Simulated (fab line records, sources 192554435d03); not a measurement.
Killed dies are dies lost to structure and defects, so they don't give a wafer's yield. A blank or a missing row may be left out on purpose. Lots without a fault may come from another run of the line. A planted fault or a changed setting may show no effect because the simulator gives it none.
Split-lot experiment | flow n5_finfet | 7 lots, 21 wafers read, on a route of 1938 steps

THE SPLIT
At N5_BEOL_M8_ETCH_66 (etches SOC in N2/H2, target depth 80 nm, overetch 16 nm, time 120 s), the setting source_w was moved away from the recipe's 840 W on 4 of the 21 wafers read, by -16.5% to -8.9%. The other wafers ran this setting at the recipe's value.

The reading is taken at the split's own step.

THE READING
rf_vpp_V, in V, at N5_BEOL_M8_ETCH_66 (etches SOC in N2/H2, target depth 80 nm, overetch 16 nm, time 120 s). Fault-free wafers of this fab line usually give 524.8 V, standard deviation 2.3 V.

wafer  | tool, chamber at the split | source_w as run, W | against the recipe | rf_vpp_V, V | against lot-mates on the recipe
L080.4 | rie_diel-02, 3             | 840                | recipe             | 526.0       | -
L080.5 | rie_diel-02, 0             | 840                | recipe             | 525.0       | -
L080.6 | rie_diel-02, 1             | 840                | recipe             | 524.3       | -
L083.1 | rie_diel-01, 2             | 701.3              | -16.5%             | 559.4       | +33.2
L083.3 | rie_diel-01, 1             | 840                | recipe             | 526.8       | -
L083.4 | rie_diel-01, 2             | 840                | recipe             | 525.6       | -
L082.1 | rie_diel-01, 0             | 720.2              | -14.3%             | 554.7       | +31.2
L082.3 | rie_diel-01, 3             | 840                | recipe             | 521.0       | -
L082.4 | rie_diel-01, 1             | 840                | recipe             | 525.9       | -
L085.1 | rie_diel-02, 3             | 840                | recipe             | 526.3       | -
L085.2 | rie_diel-02, 0             | 740                | -11.9%             | 547.8       | +22.8
L085.3 | rie_diel-02, 1             | 840                | recipe             | 523.6       | -
L087.3 | rie_diel-02, 0             | 840                | recipe             | 526.1       | -
L087.4 | rie_diel-02, 1             | 840                | recipe             | 522.2       | -
L087.6 | rie_diel-02, 0             | 840                | recipe             | 525.5       | -
L092.1 | rie_diel-02, 3             | 840                | recipe             | 527.6       | -
L092.4 | rie_diel-02, 0             | 765.3              | -8.9%              | 542.4       | +17.0
L092.5 | rie_diel-02, 1             | 840                | recipe             | 523.2       | -
L093.1 | rie_diel-02, 3             | 840                | recipe             | 526.1       | -
L093.4 | rie_diel-02, 2             | 840                | recipe             | 523.5       | -
L093.6 | rie_diel-02, 3             | 840                | recipe             | 525.7       | -

THE FIT
A straight line over all 21 wafers: rf_vpp_V changes by -2.04 V for each +1% of source_w; r = -0.99; the points scatter about the line by 1.7 V.
The same after taking each lot's own level away (the mean of its wafers on the recipe; 21 wafers): -2.04 V for each +1%; r = -0.99; scatter 1.6 V.
On that fit, the largest move of source_w shifts the reading by 34 V.
The lots' own levels span 523.45 to 526.20 V, that is 1.2 times the standard deviation above.
So the lot-to-lot level changes the slope little: the two slopes agree.
Check: with one of the wafers moved furthest among these (-16.5%) left out of the fit, the line predicts +33.8 V for it against its lot-mates. It came out at +33.2 V against them.
Tool readings at the split's step, against how far the setting was moved: rf_vpp_V r = -0.99.

OTHER SPLITS ON THESE WAFERS
These wafers also went through other splits before the reading. Each is held against what the fit with the lots' levels taken away leaves over:
other split on the same wafers | wafers away from the commonest value | r with rf_vpp_V (lot level and that fit taken away)
N5_BEOL_M6_EXPOSE_08 dose_mj   | 3                                    | -0.01

THE FILE'S OWN FIT
rf_vpp_V changes by -2.03 V for each +1% of source_w, r = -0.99.
